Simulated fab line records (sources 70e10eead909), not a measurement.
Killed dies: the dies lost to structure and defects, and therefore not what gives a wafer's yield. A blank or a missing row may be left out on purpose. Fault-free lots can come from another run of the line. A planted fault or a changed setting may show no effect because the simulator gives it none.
A lot that was struck, set against a sound lot -- flow nand-harc -- 15 steps out of a route of 1159
Sound: the wafers L769.3, L769.5, L769.6. Struck: wafer L774.6 (L774.2, L774.5, from the same lot, were not struck and are left out); the cause is given at the end.
Each step with rows lists, per side, the tool, then ch with its chambers, then its first start. Under that, the readings that differ: sound wafers -- struck wafers -- difference of the means -- sigmas: that difference in standard deviations of wafers without a fault.
alike: readings with means less than 2 such deviations apart, plus words and numbers identical on both sides. not compared: withheld readings, readings lacking a value on some wafer, bounds such as >300 that could conceal the same value, and numbers that have no deviation in the record and whose values overlap.
A row with sigmas, a row that says differs or no value, or rows on one side alone: a step with any of these is where the two part. Numbers that don't overlap but have no deviation are shown without sigmas and don't part them. A reading missing from all wafers of one side parts the sides only when that side holds two or more wafers.

first, 1 step without rows for these wafers: NHARC_A_ONON_D1_DEP_12 (target thk 1000 nm).
NHARC_A_ONON_D1_THK_MEAS_14: measures by ellipsometry.
  sound: film-metro-01 at day 11 00:45; struck: film-metro-01 at day 12 06:03
  alike: thk-nm
then, 2 steps without rows for these wafers: NHARC_A_ONON_D1_ANNEAL_15 (time 3600 s); NHARC_A_ONON_D1_DEP_16 (target thk 1000 nm).
NHARC_A_ONON_D1_THK_MEAS_18: measures by ellipsometry.
  sound: film-metro-01 at day 11 07:44; struck: film-metro-01 at day 12 13:05
  alike: thk-nm
then, 1 step without rows for these wafers: NHARC_A_ONON_D1_DEP_19 (target thk 1000 nm).
NHARC_A_ONON_D1_THK_MEAS_21: measures by ellipsometry.
  sound: film-metro-01 at day 11 08:26; struck: film-metro-02 at day 12 13:40
  alike: thk-nm
then, 1 step without rows for these wafers: NHARC_A_ONON_D1_DEP_22 (target thk 1000 nm).
NHARC_A_ONON_D1_THK_MEAS_24: measures by ellipsometry.
  sound: film-metro-02 at day 11 09:00; struck: film-metro-02 at day 12 14:14
reading,sound,struck,difference,sigmas
thk-nm (nm),974 976 976,1006,+31,+3
then, 1 step without rows for these wafers: NHARC_A_ONON_D1_DEP_25 (target thk 1000 nm).
NHARC_A_ONON_D1_THK_MEAS_27: measures by ellipsometry.
  sound: film-metro-02 at day 11 09:34; struck: film-metro-01 at day 12 14:47
  alike: thk-nm
NHARC_A_ONON_D1_DEP_28: target thk 1000 nm.
  sound on pecvd-onon-03 ch 0, day 11 09:44; struck on pecvd-onon-01 ch 0, day 12 14:54
  alike: sih4-flow-sccm
NHARC_A_ONON_D1_THK_MEAS_30: measures by ellipsometry.
  sound: film-metro-02 at day 11 10:08; struck: film-metro-02 at day 12 15:21
reading,sound,struck,difference,sigmas
thk-nm (nm),1002 1004 1003,1549,+546,+55
NHARC_A_ONON_D1_DEP_33: deposits SiO2, target thk 200 nm.
  sound on pecvd-03 ch 1,2, day 11 10:25; struck on pecvd-02 ch 2, day 12 15:25
  alike: heater-power-outer-w, heater-power-w, throttle-valve-pct
-- break in the record here, with 12 days between the starts of the struck wafers on either side (left off in module A_ONON_D1, picked up again in module END, where the first step shown is number 1159 on the route) --
NHARC_END_SORT_01:
  only the struck wafers appear in the record here, on prober-02 ch 0 at day 24 06:40; the sound ones have no rows

WHERE THEY PART
First at NHARC_A_ONON_D1_THK_MEAS_24; last, within this record, at NHARC_END_SORT_01.

WHY: the cause the simulator had injected
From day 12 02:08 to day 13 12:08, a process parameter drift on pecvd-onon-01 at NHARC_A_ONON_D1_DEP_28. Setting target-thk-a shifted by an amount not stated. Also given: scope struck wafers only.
